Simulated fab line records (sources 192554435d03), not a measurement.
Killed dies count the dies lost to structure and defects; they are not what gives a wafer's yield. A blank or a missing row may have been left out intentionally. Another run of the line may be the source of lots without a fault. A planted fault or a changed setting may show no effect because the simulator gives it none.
fab line records	flow n5_finfet	part 1 of 2: steps 1 to 4 of 6
record lots=24	wafers=72	last_day=17
route steps=1938 shown BEOL_M0_SAQP@675 BEOL_M0_CUTY@708 BEOL_M0@717
lots that met no fault: from a run of the same line without faults
start_h: start of the lot's first displayed wafer, in hours after the record's first day	wait_h: hours since the lot's step before	" the same as in the row above	L1.1+2: a single row standing in for several wafers	- no value, or no start given	* or withheld: withheld	< > ~ a bound
route shown NAME@n: a module of which the file shows steps, and the number in the route of the first	usual: mean/standard deviation taken from wafers without a fault	same: alike in all rows	chamber/n: place in a boat	sites: each site's reading	_std_site: the standard deviation of these	_edge_site: the outer-site mean with the inner-site mean subtracted	radius_mm: how far each site lies from the wafer's centre	mask NAME#n: copy n	behind: the last tool/chamber to shape the wafer	hold: reason for holding the lot/hours on hold/outcome of the hold	device: the n, p or np transistor that did not switch	end of line: tests of these same wafers at the route's end	a step given without rows: its recipe and nothing more	killed: count of dies lost to structure and defects at first sort (not the wafer's yield)	map: a wafer's dies, x killed, . not, _ none there
set.NAME: the setting the step ran with; set.NAME@STEP: the setting that earlier step ran with	model.NAME: the simulator's own value behind a step, which no gauge read
steps of the route over a sample of lots; a table a step, a row a wafer
services: a tool's chamber out of use, with start hour (start_h, from the record's first day; less than 0 if before it), hours out, and reason
## steps
# step N5_BEOL_M0_SAQP_RECESS_109
# recipe chemistry=HF/NH3	target=SiO2	target_depth_a=30	afs_cycles=1	temp_c=30	sublimation_temp_c=180	sublimation_time_s=60
# usual drypump_motor_current_A=5.7/0.33
lot.wafer	tool	chamber	start_h	wait_h	drypump_motor_current_A
L074.1	vapor_etch-02	1	113.38	0.0	5.4
L074.2	"	0	"	"	5.6
L074.3	"	0	"	"	5.6
L075.1	vapor_etch-02	1	117.66	0.0	5.4
L075.2	"	0	"	"	5.6
L075.4	"	0	"	"	5.6
L076.1	vapor_etch-02	1	124.56	0.0	5.4
L076.2	"	0	"	"	5.6
L076.4	"	0	"	"	5.6
L077.1	vapor_etch-02	0	129.13	0.0	5.6
L077.5	"	1	"	"	5.4
L077.6	"	0	"	"	5.6
L078.1	vapor_etch-01	0	134.96	0.0	6.4
L078.2	"	1	"	"	5.6
L078.3	"	0	"	"	6.3
L079.1	vapor_etch-01	0	147.15	0.0	6.3
L079.2	"	1	"	"	5.6
L079.3	"	1	"	"	5.6
L080.2	vapor_etch-01	0	150.02	0.0	6.4
L080.5	"	1	"	"	5.7
L080.6	"	0	"	"	6.4
L081.1	vapor_etch-02	0	156.00	0.1	5.6
L081.2	"	1	"	"	5.4
L081.6	"	0	"	"	5.6
L082.2	vapor_etch-02	0	164.47	0.0	5.6
L082.5	"	1	"	"	5.4
L082.6	"	0	"	"	5.6
L083.1	vapor_etch-01	0	168.28	0.0	6.4
L083.3	"	0	"	"	6.4
L083.5	"	0	"	"	6.3
L084.1	vapor_etch-02	1	172.11	0.0	5.4
L084.3	"	1	"	"	5.4
L084.6	"	1	"	"	5.4
L085.3	vapor_etch-02	0	186.48	0.3	5.6
L085.4	"	1	"	"	5.4
L085.5	"	1	"	"	5.4
L087.3	vapor_etch-01	1	189.32	0.1	5.7
L087.5	"	0	"	"	6.4
L087.6	"	1	"	"	5.7
L086.2	vapor_etch-02	1	189.72	0.0	5.4
L086.5	"	0	"	"	5.6
L086.6	"	1	"	"	5.4
L088.1	vapor_etch-02	0	195.45	0.0	5.6
L088.3	"	0	"	"	5.6
L088.4	"	1	"	"	5.4
L089.1	vapor_etch-02	1	203.79	0.0	5.4
L089.3	"	0	"	"	5.6
L089.6	"	0	"	"	5.6
L091.1	vapor_etch-01	1	210.73	0.0	5.6
L091.5	"	1	"	"	5.7
L091.6	"	0	"	"	6.4
L090.1	vapor_etch-01	0	215.70	0.2	6.4
L090.3	"	1	"	"	5.7
L090.5	"	0	"	"	6.4
L092.1	vapor_etch-01	0	223.02	0.0	6.4
L092.2	"	1	"	"	5.6
L092.3	"	0	"	"	6.4
L093.1	vapor_etch-02	0	226.04	0.0	5.6
L093.2	"	1	"	"	5.4
L093.4	"	0	"	"	5.6
L094.2	vapor_etch-02	0	229.42	0.0	5.6
L094.4	"	1	"	"	5.4
L094.6	"	0	"	"	5.6
L095.1	vapor_etch-01	0	233.13	0.0	6.4
L095.4	"	0	"	"	6.4
L095.6	"	1	"	"	5.7
L096.2	vapor_etch-02	0	243.90	0.0	5.6
L096.4	"	1	"	"	5.4
L096.6	"	0	"	"	5.6
L097.3	vapor_etch-02	0	246.95	0.1	5.6
L097.4	"	1	"	"	5.4
L097.5	"	0	"	"	5.6
# step N5_BEOL_M0_SAQP_CD_MEAS_40
# recipe target_cd_nm=30	landing_energy_ev=500	detector=se_inlens
# usual cd_nm=29.95/0.25
lot.wafer	tool	chamber	start_h	wait_h	cd_nm
L074.1	cd_sem-03	0	114.62	-	29.64
L074.2	"	0	"	"	29.80
L074.3	"	0	"	"	29.95
L075.1	cd_sem-02	0	118.98	-	29.77
L075.2	"	0	"	"	30.24
L075.4	"	0	"	"	29.93
L076.1	cd_sem-02	0	125.88	-	29.83
L076.2	"	0	"	"	29.89
L076.4	"	0	"	"	29.37
L077.1	cd_sem-02	0	130.45	-	30.22
L077.5	"	0	"	"	29.34
L077.6	"	0	"	"	30.05
L078.1	cd_sem-02	0	136.28	-	30.11
L078.2	"	0	"	"	30.18
L078.3	"	0	"	"	30.16
L079.1	cd_sem-02	0	148.35	-	30.17
L079.2	"	0	"	"	29.83
L079.3	"	0	"	"	29.94
L080.2	cd_sem-03	0	151.47	-	30.29
L080.5	"	0	"	"	29.87
L080.6	"	0	"	"	30.03
L081.1	cd_sem-03	0	157.27	-	29.91
L081.2	"	0	"	"	30.03
L081.6	"	0	"	"	29.97
L082.2	cd_sem-03	0	165.68	-	30.31
L082.5	"	0	"	"	30.34
L082.6	"	0	"	"	29.60
L083.1	cd_sem-03	0	169.48	-	29.93
L083.3	"	0	"	"	29.89
L083.5	"	0	"	"	30.07
L084.1	cd_sem-03	0	173.55	-	29.78
L084.3	"	0	"	"	29.98
L084.6	"	0	"	"	29.86
L085.3	cd_sem-03	0	187.85	-	29.62
L085.4	"	0	"	"	30.36
L085.5	"	0	"	"	29.60
L087.3	cd_sem-01	0	191.23	-	30.12
L087.5	"	0	"	"	30.41
L087.6	"	0	"	"	29.75
L086.2	cd_sem-02	0	191.79	-	30.25
L086.5	"	0	"	"	29.76
L086.6	"	0	"	"	30.00
L088.1	cd_sem-03	0	196.65	-	29.74
L088.3	"	0	"	"	29.81
L088.4	"	0	"	"	29.69
L089.1	cd_sem-03	0	205.24	-	29.97
L089.3	"	0	"	"	29.94
L089.6	"	0	"	"	30.11
L091.1	cd_sem-03	0	212.05	-	30.18
L091.5	"	0	"	"	30.39
L091.6	"	0	"	"	30.68
L090.1	cd_sem-01	0	216.89	-	29.91
L090.3	"	0	"	"	29.78
L090.5	"	0	"	"	29.56
L092.1	cd_sem-02	0	224.35	-	29.82
L092.2	"	0	"	"	29.97
L092.3	"	0	"	"	29.89
L093.1	cd_sem-01	0	227.36	-	30.06
L093.2	"	0	"	"	29.52
L093.4	"	0	"	"	29.45
L094.2	cd_sem-01	0	230.75	-	29.62
L094.4	"	0	"	"	29.78
L094.6	"	0	"	"	29.79
L095.1	cd_sem-01	0	234.43	-	30.03
L095.4	"	0	"	"	29.90
L095.6	"	0	"	"	29.45
L096.2	cd_sem-03	0	245.09	-	30.01
L096.4	"	0	"	"	29.61
L096.6	"	0	"	"	29.90
L097.3	cd_sem-02	0	248.14	-	30.53
L097.4	"	0	"	"	30.49
L097.5	"	0	"	"	29.97
# step N5_BEOL_M0_CUTY_CD_MEAS_57
# recipe target_cd_nm=200	landing_energy_ev=500	detector=se_inlens	polarity=line
# usual cd_nm=200.0/0.88
lot.wafer	tool	chamber	start_h	wait_h	cd_nm
L074.1	cd_sem-03	0	116.27	-	201.5
L074.2	"	0	"	"	200.8
L074.3	"	0	"	"	201.4
L075.1	cd_sem-03	0	120.34	-	199.4
L075.2	"	0	"	"	200.1
L075.4	"	0	"	"	201.0
L076.1	cd_sem-03	0	127.26	-	200.1
L076.2	"	0	"	"	200.4
L076.4	"	0	"	"	200.9
L077.1	cd_sem-03	0	132.43	-	200.3
L077.5	"	0	"	"	199.0
L077.6	"	0	"	"	200.9
L078.1	cd_sem-02	0	137.58	-	198.7
L078.2	"	0	"	"	199.0
L078.3	"	0	"	"	198.9
L079.1	cd_sem-03	0	149.81	-	200.6
L079.2	"	0	"	"	200.1
L079.3	"	0	"	"	199.2
L080.2	cd_sem-03	0	153.06	-	198.4
L080.5	"	0	"	"	199.5
L080.6	"	0	"	"	197.8
L081.1	cd_sem-01	0	158.57	-	199.7
L081.2	"	0	"	"	200.1
L081.6	"	0	"	"	198.6
L082.2	cd_sem-01	0	167.35	-	200.0
L082.5	"	0	"	"	200.2
L082.6	"	0	"	"	199.5
L083.1	cd_sem-03	0	170.90	-	200.2
L083.3	"	0	"	"	200.5
L083.5	"	0	"	"	200.2
L084.1	cd_sem-01	0	175.70	-	200.6
L084.3	"	0	"	"	201.0
L084.6	"	0	"	"	202.0
L085.3	cd_sem-03	0	189.48	-	199.2
L085.4	"	0	"	"	200.6
L085.5	"	0	"	"	200.0
L087.3	cd_sem-02	0	192.83	-	201.0
L087.5	"	0	"	"	200.7
L087.6	"	0	"	"	200.5
L086.2	cd_sem-01	0	193.22	-	201.0
L086.5	"	0	"	"	199.5
L086.6	"	0	"	"	199.6
L088.1	cd_sem-01	0	198.07	-	199.7
L088.3	"	0	"	"	200.0
L088.4	"	0	"	"	200.4
L089.1	cd_sem-03	0	206.54	-	201.1
L089.3	"	0	"	"	201.7
L089.6	"	0	"	"	201.7
L091.1	cd_sem-01	0	213.72	-	199.5
L091.5	"	0	"	"	200.2
L091.6	"	0	"	"	200.1
L090.1	cd_sem-03	0	218.76	-	199.6
L090.3	"	0	"	"	199.0
L090.5	"	0	"	"	199.4
L092.1	cd_sem-02	0	226.12	-	201.0
L092.2	"	0	"	"	200.8
L092.3	"	0	"	"	200.2
L093.1	cd_sem-02	0	228.66	-	199.1
L093.2	"	0	"	"	200.0
L093.4	"	0	"	"	198.0
L094.2	cd_sem-01	0	232.10	-	200.5
L094.4	"	0	"	"	200.3
L094.6	"	0	"	"	200.5
L095.1	cd_sem-03	0	235.86	-	199.3
L095.4	"	0	"	"	197.7
L095.6	"	0	"	"	198.2
L096.2	cd_sem-03	0	246.39	-	200.4
L096.4	"	0	"	"	200.0
L096.6	"	0	"	"	200.5
L097.3	cd_sem-03	0	250.02	-	200.2
L097.4	"	0	"	"	200.0
L097.5	"	0	"	"	199.9
# step N5_BEOL_M0_STRIP_140
# recipe chemistry=CF4	resist=SiARC	power_w=300	bias_power_w=75	pressure_mtorr=50	cf4_flow_sccm=150	rf_frequency_hz=6e+07
# usual drypump_motor_current_A=5.7/0.52	oes_product_au=0.78/0.097	rf_vpp_V=271.3/1.9	showerhead_plenum_p_Torr=1.80/0.055	throttle_valve_pct=13.58/0.2
lot.wafer	tool	chamber	start_h	wait_h	drypump_motor_current_A	oes_product_au	rf_hours_counter_h	rf_vpp_V	showerhead_plenum_p_Torr	throttle_valve_pct
L074.1	rie_diel-01	2	117.25	0.2	5.5	0.74	150	271.6	1.79	13.42
L074.2	"	0	"	"	5.4	0.68	246	272.6	1.84	14.14
L074.3	"	3	"	"	5.8	0.96	8	272.4	1.83	13.32
L075.1	rie_diel-04	2	120.90	0.1	6.5	0.69	244	269.6	1.70	13.93
L075.2	"	1	"	"	5.6	0.72	192	271.6	1.78	13.60
L075.4	"	3	"	"	5.7	0.75	165	270.0	1.72	13.41
L076.1	rie_diel-01	3	130.43	0.3	5.8	0.93	13	268.8	1.83	13.34
L076.2	"	1	"	"	4.9	0.96	2	270.4	1.77	13.18
L076.4	"	2	"	"	5.5	0.74	-	270.4	1.79	13.46
L077.1	rie_diel-06	2	135.07	0.3	5.4	0.69	246	271.4	1.76	13.84
L077.5	"	1	"	"	5.3	0.69	-	269.7	1.77	13.69
L077.6	"	0	"	"	5.5	0.76	-	272.2	1.87	13.68
L078.1	rie_diel-06	3	138.35	0.1	6.8	0.75	157	271.2	1.86	13.63
L078.2	"	2	"	"	5.4	0.70	247	270.9	1.76	13.88
L078.3	"	0	"	"	5.5	0.76	126	272.4	1.87	13.72
L079.1	rie_diel-01	2	151.86	0.3	5.5	0.73	166	270.2	1.79	13.46
L079.2	"	1	"	"	4.9	0.92	12	269.0	1.76	13.21
L079.3	"	0	"	"	5.3	0.98	0	273.0	1.84	13.58
L080.2	rie_diel-04	0	153.71	0.2	5.6	0.69	232	269.1	1.77	14.00
L080.5	"	1	"	"	5.6	0.70	-	271.8	1.78	13.61
L080.6	"	0	"	"	5.6	0.69	-	269.8	1.77	14.01
L081.1	rie_diel-06	1	160.42	0.4	5.3	0.69	223	269.9	1.77	13.68
L081.2	"	0	"	"	5.5	0.75	134	272.8	1.87	13.72
L081.6	"	3	"	"	6.8	0.74	-	272.6	1.85	13.68
L082.2	rie_diel-06	3	170.52	0.1	6.8	0.74	169	271.5	1.85	13.67
L082.5	"	1	"	"	5.4	0.69	-	268.5	1.77	13.71
L082.6	"	2	"	"	5.3	0.96	-	271.4	1.76	13.29
L083.1	rie_diel-06	2	171.87	0.2	5.4	0.96	2	270.2	1.76	13.29
L083.3	"	0	"	"	5.5	0.74	139	273.7	1.87	13.74
L083.5	"	3	"	"	6.8	0.74	-	274.5	1.85	13.69
L084.1	rie_diel-04	1	176.69	0.1	5.6	0.70	213	270.1	1.78	13.63
L084.3	"	2	"	"	6.5	0.94	8	274.6	1.90	13.37
L084.6	"	1	"	"	5.6	0.70	-	270.7	1.78	13.63
L085.3	rie_diel-06	0	191.00	0.1	5.5	0.75	144	272.2	1.87	13.75
L085.4	"	1	"	"	5.3	0.69	235	270.9	1.77	13.71
L085.5	"	0	"	"	5.5	0.74	-	273.4	1.87	13.75
L086.2	rie_diel-01	3	194.06	0.1	5.8	0.88	37	273.5	1.82	13.40
L086.5	"	0	"	"	5.3	0.90	-	272.5	1.84	13.62
L086.6	"	1	"	"	4.9	0.88	-	270.0	1.76	13.20
L087.3	rie_diel-04	0	194.32	0.3	5.6	0.68	247	270.9	1.77	14.04
L087.5	"	2	"	"	6.5	0.92	-	272.6	1.90	13.39
L087.6	"	3	"	"	5.6	0.72	-	270.0	1.72	13.51
L088.1	rie_diel-06	1	199.68	0.2	5.3	0.68	238	270.5	1.77	13.74
L088.3	"	3	"	"	6.8	0.73	179	272.4	1.85	13.68
L088.4	"	2	"	"	5.4	0.91	13	268.5	1.76	13.32
L089.1	rie_diel-04	2	207.11	0.1	6.5	0.90	19	274.5	1.90	13.40
L089.3	"	3	"	"	5.6	0.72	198	268.5	1.72	13.48
L089.6	"	1	"	"	5.6	0.69	-	271.3	1.77	13.65
L091.1	rie_diel-04	3	215.72	0.2	5.6	0.72	203	270.4	1.71	13.50
L091.5	"	2	"	"	6.5	0.89	-	273.9	1.90	13.44
L091.6	"	3	"	"	5.6	0.72	-	269.9	1.71	13.49
L090.1	rie_diel-06	2	221.82	0.1	5.4	0.89	20	269.2	1.75	13.34
L090.3	"	0	"	"	5.5	0.73	155	272.1	1.86	13.77
L090.5	"	3	"	"	6.8	0.72	-	272.2	1.85	13.70
L092.1	rie_diel-06	2	227.15	0.2	5.4	0.90	21	271.4	1.75	13.35
L092.2	"	3	"	"	6.8	0.72	188	274.0	1.85	13.71
L092.3	"	0	"	"	5.5	0.73	157	274.0	1.86	13.79
L093.1	rie_diel-06	3	229.27	0.2	6.8	0.72	188	271.0	1.85	13.72
L093.2	"	0	"	"	5.5	0.74	158	269.8	1.86	13.78
L093.4	"	1	"	"	5.3	0.68	248	270.4	1.77	13.77
L094.2	rie_diel-01	2	235.69	0.1	5.5	0.70	198	272.1	1.78	13.56
L094.4	"	1	"	"	4.9	0.85	44	270.4	1.76	13.28
L094.6	"	2	"	"	5.5	0.71	-	271.0	1.78	13.57
L095.1	rie_diel-04	3	240.28	0.3	5.6	0.72	213	269.0	1.71	13.53
L095.4	"	0	"	"	5.6	0.93	7	272.5	1.76	13.50
L095.6	"	2	"	"	6.5	0.89	-	276.0	1.89	13.42
L096.2	rie_diel-01	0	247.41	0.1	5.4	0.88	35	272.4	1.83	13.63
L096.4	"	1	"	"	4.8	0.85	49	269.0	1.76	13.27
L096.6	"	0	"	"	5.3	0.88	-	271.9	1.83	13.66
L097.3	rie_diel-04	3	251.14	0.1	5.6	0.71	217	268.5	1.71	13.54
L097.4	"	1	"	"	5.6	0.68	237	270.0	1.77	13.71
L097.5	"	2	"	"	6.5	0.88	-	274.4	1.89	13.44
